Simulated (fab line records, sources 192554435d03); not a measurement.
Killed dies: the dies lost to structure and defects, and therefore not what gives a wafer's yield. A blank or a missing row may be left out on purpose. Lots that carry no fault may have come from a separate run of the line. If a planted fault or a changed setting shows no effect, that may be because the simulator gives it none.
Chamber matching | flow n5 finfet | rie diel-05 running N5_DUMMY_GATE_HM_OPEN_21: 4 sister chambers
The step chemistry CH3F/O2, target SiNx, target depth 120 nm, time 171.4 s. 4 wafers are shown with their chamber, then 9 later ones without.

## WAFERS WITH THEIR CHAMBER
wafer  | chamber | showerhead plenum p Torr (Torr)
L086.4 | 1       | 2.04
L087.2 | 2       | 2.06
L087.3 | 0       | 2.11
L087.5 | 3       | 2.00

## WAFERS WITHOUT THEIR CHAMBER
wafer  | showerhead plenum p Torr (Torr)
L092.3 | 2.00
L092.4 | 2.05
L092.6 | 2.11
L095.2 | 2.00
L095.4 | 2.03
L095.6 | 2.05
L096.1 | 2.03
L096.5 | 2.10
L096.6 | 2.03

## CHAMBER TAKEN BY EACH
wafer  | from the rows above     | in truth
L092.3 | 3                       | 3
L092.4 | can't be placed: 1 or 2 | 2
L092.6 | 0                       | 0
L095.2 | 3                       | 3
L095.4 | 1                       | 1
L095.6 | can't be placed: 1 or 2 | 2
L096.1 | 1                       | 1
L096.5 | 0                       | 0
L096.6 | 1                       | 1
7 of 9 placed correctly. Not placeable from these rows: 2 (in 2, the candidates include the true chamber). Number placed wrongly: 0.
How it was worked out, from the rows above alone: a wafer's distance from a chamber is the root of the sum, over the readings, of the square of ((its reading less the chamber's mean) divided by the reading's scatter). The wafer belongs to the nearest chamber; if the next one is less than 2 further off, it can't be placed. Each chamber's mean is taken over the wafers shown for it. The scatter: with one shown wafer a chamber, the root of the mean of the squares of how far each hidden wafer lies from its nearest shown one.
